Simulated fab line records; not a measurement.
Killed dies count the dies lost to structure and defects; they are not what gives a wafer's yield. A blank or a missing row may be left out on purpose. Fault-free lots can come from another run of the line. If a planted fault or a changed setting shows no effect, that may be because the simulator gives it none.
Chamber matching	flow n5_finfet	N5_SD_EPI_N_ETCHBACK_44 on rie_diel-04 has 4 sister chambers
The step etches SiNx in CH3F/O2, stops on SiO2, target depth 14.5 nm. 8 wafers are shown with their chamber, then 7 later ones without.

WAFERS, EACH WITH ITS CHAMBER
wafer	chamber	showerhead_plenum_p_Torr (Torr)	rf_vpp_V (V)
L076.3	3	2.06	305
L076.5	0	2.04	303
L078.6	1	1.97	303
L084.2	1	1.97	301
L084.3	2	1.95	293
L084.6	2	1.95	296
L085.1	3	2.05	305
L085.3	0	2.04	304

WAFERS WHOSE CHAMBER IS MISSING
wafer	showerhead_plenum_p_Torr (Torr)	rf_vpp_V (V)
L085.4	1.94	294
L088.1	1.94	294
L088.5	2.03	303
L088.6	2.05	306
L093.1	2.03	302
L093.3	1.96	302
L093.4	1.94	294

WHICH CHAMBER EACH WENT THROUGH
wafer	from the rows above	in truth
L085.4	2	2
L088.1	2	2
L088.5	0	0
L088.6	can't be placed: 3 or 0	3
L093.1	0	0
L093.3	1	1
L093.4	2	2
Correct placement for 6 of the 7. Can't be placed from these rows: 1 (the true chamber is among the candidates in 1). 0 placed wrongly.
How it was worked out, from the rows above alone: a wafer's distance from a chamber is the root of the sum, over the readings, of the square of ((its reading less the chamber's mean) divided by the reading's scatter). The wafer belongs to the nearest chamber; if the next one is less than 2 further off, it can't be placed. For every chamber, the mean is computed from those of its wafers that are shown. The scatter: the root of (the sum of the squares of (reading less its chamber's mean) over the shown wafers, divided by (wafers less chambers)).
